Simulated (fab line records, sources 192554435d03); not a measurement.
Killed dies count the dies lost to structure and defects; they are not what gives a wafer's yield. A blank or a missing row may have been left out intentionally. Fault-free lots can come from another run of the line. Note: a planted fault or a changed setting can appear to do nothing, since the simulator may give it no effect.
Chamber matching    flow n5-finfet    rie-diel-05 running N5_FIN_SAQP_ETCH_67: 4 sister chambers
The step etches SiNx in CH3F/O2, target depth 30 nm. 8 wafers are shown with their chamber, then 7 later ones without.

## WAFERS, EACH WITH ITS CHAMBER
wafer   chamber  showerhead-plenum-p-Torr (Torr)  rf-vpp-V (V)
L082.6  3        2.13                             298
L085.1  1        1.88                             314
L085.5  2        1.92                             301
L090.1  0        1.94                             302
L090.4  3        2.12                             298
L090.5  0        1.94                             301
L091.2  1        1.87                             314
L091.3  2        1.92                             299

## WAFERS WITH NO CHAMBER GIVEN
wafer   showerhead-plenum-p-Torr (Torr)  rf-vpp-V (V)
L091.5  1.87                             314
L095.2  1.87                             312
L095.3  2.12                             298
L095.4  2.12                             297
L096.2  1.94                             300
L096.3  2.12                             299
L096.6  1.87                             315

## THE CHAMBER EACH PASSED THROUGH
wafer   from the rows above  in truth
L091.5  1                    1
L095.2  1                    1
L095.3  3                    3
L095.4  3                    3
L096.2  0                    0
L096.3  3                    3
L096.6  1                    1
Placed correctly: 7 of 7. Number that these rows cannot place: 0. 0 placed wrongly.
How it was worked out, from the rows above alone: a wafer's distance from a chamber is the root of the sum, over the readings, of the square of ((its reading less the chamber's mean) divided by the reading's scatter). If the next closest chamber is less than 2 further off than the closest, the wafer can't be placed; otherwise it belongs to the closest. Each chamber's mean is taken over the wafers shown for it. The scatter is the square root of a quotient: the sum, over the shown wafers, of each reading's squared deviation from its chamber's mean, divided by wafers minus chambers.
